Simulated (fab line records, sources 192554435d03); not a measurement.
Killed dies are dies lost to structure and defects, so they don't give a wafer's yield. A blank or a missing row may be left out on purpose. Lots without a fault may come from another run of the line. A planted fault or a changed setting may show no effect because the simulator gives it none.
Split-lot experiment | flow n5_finfet | 7 lots, 39 wafers read, on a route of 1938 steps

THE SPLIT
At N5_SD_EPI_P_ETCH_16 (etches SiO2 in CHF3/O2, target depth 5 nm), the setting target_depth_a was moved away from the recipe's 50 angstrom on 12 of the 39 wafers read, by -30.3% to +48.5%. The other wafers ran this setting at the recipe's value.

The reading is taken at the split's own step.

THE READING
etch.depth_nm (the simulator's own value, which no gauge read), in nm, at N5_SD_EPI_P_ETCH_16 (etches SiO2 in CHF3/O2, target depth 5 nm). The file gives no usual value for it. The 27 wafers here that ran the recipe average 5.010 nm, standard deviation 0.07 nm.

wafer  | tool, chamber at the split | target_depth_a as run, angstrom | against the recipe | etch.depth_nm, nm | against lot-mates on the recipe
L074.1 | rie_diel-06, 1             | 74.27                           | +48.5%             | 7.423             | +2.451
L074.2 | rie_diel-06, 2             | 50                              | recipe             | 5.05              | -
L074.3 | rie_diel-06, 0             | 74.27                           | +48.5%             | 7.203             | +2.231
L074.4 | rie_diel-06, 2             | 74.27                           | +48.5%             | 7.51              | +2.538
L074.5 | rie_diel-06, 0             | 50                              | recipe             | 4.906             | -
L074.6 | rie_diel-06, 1             | 50                              | recipe             | 4.961             | -
L078.1 | rie_diel-06, 3             | 50                              | recipe             | 5.187             | -
L078.2 | rie_diel-06, 0             | 65                              | +30.0%             | 6.389             | +1.309
L078.3 | rie_diel-06, 2             | 50                              | recipe             | 5.076             | -
L078.4 | rie_diel-06, 1             | 65                              | +30.0%             | 6.435             | +1.355
L078.5 | rie_diel-06, 1             | 50                              | recipe             | 4.977             | -
L078.6 | rie_diel-06, 0             | 65                              | +30.0%             | 6.403             | +1.323
L083.1 | rie_diel-02, 1             | 34.87                           | -30.3%             | 3.484             | -1.478
L083.2 | rie_diel-02, 3             | 34.87                           | -30.3%             | 3.41              | -1.552
L083.3 | rie_diel-02, 0             | 34.87                           | -30.3%             | 3.472             | -1.490
L083.4 | rie_diel-02, 2             | 50                              | recipe             | 4.909             | -
L083.5 | rie_diel-02, 1             | 50                              | recipe             | 4.989             | -
L083.6 | rie_diel-02, 0             | 50                              | recipe             | 4.988             | -
L087.1 | rie_diel-01, 0             | 50                              | recipe             | 5.025             | -
L087.2 | rie_diel-01, 3             | 50                              | recipe             | 5                 | -
L087.3 | rie_diel-01, 1             | 50                              | recipe             | 4.991             | -
L087.4 | rie_diel-01, 2             | 50                              | recipe             | 5.016             | -
L087.5 | rie_diel-01, 3             | 50                              | recipe             | 4.955             | -
L087.6 | rie_diel-01, 0             | 50                              | recipe             | 5.034             | -
L088.1 | rie_diel-06, 3             | 60.04                           | +20.1%             | 6.184             | +1.236
L088.2 | rie_diel-06, 0             | 60.04                           | +20.1%             | 5.843             | +0.895
L088.3 | rie_diel-06, 1             | 50                              | recipe             | 4.998             | -
L088.4 | rie_diel-06, 2             | 60.04                           | +20.1%             | 6.005             | +1.057
L088.5 | rie_diel-06, 0             | 50                              | recipe             | 4.863             | -
L088.6 | rie_diel-06, 1             | 50                              | recipe             | 4.983             | -
L090.1 | rie_diel-01, 3             | 50                              | recipe             | 4.993             | -
L090.2 | rie_diel-01, 2             | 50                              | recipe             | 5.007             | -
L090.3 | rie_diel-01, 0             | 50                              | recipe             | 5.038             | -
L090.4 | rie_diel-01, 1             | 50                              | recipe             | 4.978             | -
L090.5 | rie_diel-01, 2             | 50                              | recipe             | 4.995             | -
L090.6 | rie_diel-01, 3             | 50                              | recipe             | 5.021             | -
L094.1 | rie_diel-06, 3             | 50                              | recipe             | 5.15              | -
L094.3 | rie_diel-06, 1             | 50                              | recipe             | 5.031             | -
L094.6 | rie_diel-06, 3             | 50                              | recipe             | 5.156             | -

THE FIT
A straight line over all 39 wafers: etch.depth_nm changes by +0.0491 nm for each +1% of target_depth_a; r = +1.00; the points scatter about the line by 0.086 nm.
The same after taking each lot's own level away (the mean of its wafers on the recipe; 39 wafers): +0.0489 nm for each +1%; r = +1.00; scatter 0.084 nm.
On that fit, the largest move of target_depth_a shifts the reading by 2.4 nm.
The lots' own levels span 4.9480 to 5.1123 nm, that is 2.3 times the standard deviation above.
So the lot-to-lot level changes the slope little: the two slopes agree.
Check: with one of the wafers moved furthest among these (+48.5%) left out of the fit, the line predicts +2.35 nm for it against its lot-mates. It came out at +2.45 nm against them.

OTHER SPLITS ON THESE WAFERS
These wafers also went through other splits before the reading. Each is held against what the fit with the lots' levels taken away leaves over:
other split on the same wafers        | wafers away from the commonest value | r with etch.depth_nm (lot level and that fit taken away)
N5_FIN_SAQP_HM_DEP_03 time_s          | 9                                    | -0.25
N5_FIN_SAQP_SPACER1_ALD_24 ald_cycles | 15                                   | +0.08

THE FILE'S OWN FIT
etch.depth_nm changes by +0.0489 nm for each +1% of target_depth_a, r = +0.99.
